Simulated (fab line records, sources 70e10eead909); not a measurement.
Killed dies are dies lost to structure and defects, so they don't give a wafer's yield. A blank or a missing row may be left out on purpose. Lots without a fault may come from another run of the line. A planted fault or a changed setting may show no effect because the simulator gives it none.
Chamber matching | flow nand_harc | NHARC_A_BLC_STRIP_29 on rie_diel-08: 4 sister chambers
The step strips in CF4. 16 wafers are shown with their chamber, then 8 later ones without.

WAFERS WITH THEIR CHAMBER
wafer  | chamber | oes_product_au (a.u.) | rf_vpp_V (V) | throttle_valve_pct (%)
L075.2 | 2       | 1.006                 | 59.2         | 13.286
L075.4 | 2       | 1.014                 | 57.7         | 13.266
L075.5 | 1       | 1.025                 | 60.3         | 13.275
L076.1 | 3       | 0.998                 | 59.0         | 13.281
L076.2 | 1       | 1.003                 | 57.9         | 13.276
L076.5 | 1       | 1.018                 | 60.2         | 13.284
L079.4 | 3       | 0.989                 | 58.9         | 13.294
L079.5 | 1       | 1.020                 | 60.6         | 13.286
L079.6 | 0       | 0.994                 | 59.5         | 13.281
L091.1 | 1       | 1.021                 | 59.3         | 13.286
L091.2 | 2       | 1.003                 | 60.0         | 13.293
L091.6 | 2       | 1.010                 | 60.0         | 13.281
L092.1 | 1       | 1.015                 | 60.3         | 13.284
L092.3 | 2       | 1.000                 | 59.0         | 13.290
L092.5 | 1       | 1.019                 | 59.5         | 13.279
L096.1 | 2       | 0.984                 | 58.3         | 13.281

SIGNATURES (means of the wafers above)
reading            | chamber 0 | chamber 1 | chamber 2 | chamber 3 | scatter within a chamber
oes_product_au     | 0.99400   | 1.01729   | 1.00283   | 0.99350   | 0.00858
rf_vpp_V           | 59.500    | 59.729    | 59.033    | 58.950    | 0.887
throttle_valve_pct | 13.28100  | 13.28143  | 13.28283  | 13.28750  | 0.00748
Rule: a wafer's distance from a chamber is the root of the sum, over the readings, of the square of ((its reading less the chamber's mean) divided by the reading's scatter). The wafer belongs to the nearest chamber; if the next one is less than 2 further off, it can't be placed. The scatter: the root of (the sum of the squares of (reading less its chamber's mean) over the shown wafers, divided by (wafers less chambers)).

WAFERS WITHOUT THEIR CHAMBER
wafer  | oes_product_au (a.u.) | rf_vpp_V (V) | throttle_valve_pct (%)
L096.3 | 1.012                 | 59.3         | 13.288
L096.4 | 0.994                 | 61.2         | 13.293
L094.2 | 1.004                 | 58.7         | 13.294
L094.3 | 1.027                 | 60.9         | 13.300
L094.4 | 0.998                 | 57.6         | 13.295
L097.3 | 0.965                 | 57.9         | 13.283
L097.4 | 1.025                 | 60.1         | 13.279
L097.6 | 0.970                 | 59.8         | 13.293

WHICH CHAMBER EACH WENT THROUGH
wafer  | from the rows above               | in truth
L096.3 | can't be placed: 1 or 2 or 3 or 0 | 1
L096.4 | can't be placed: 0 or 3 or 2 or 1 | 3
L094.2 | can't be placed: 3 or 2 or 0 or 1 | 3
L094.3 | can't be placed: 1 or 2 or 3 or 0 | 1
L094.4 | can't be placed: 3 or 2 or 0 or 1 | 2
L097.3 | can't be placed: 3 or 0 or 2      | 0
L097.4 | can't be placed: 1 or 2           | 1
L097.6 | can't be placed: 3 or 0 or 2      | 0
Placed correctly: 0 of 8. Can't be placed from these rows: 8 (the true chamber is among the candidates in 8). Placed wrongly: 0.
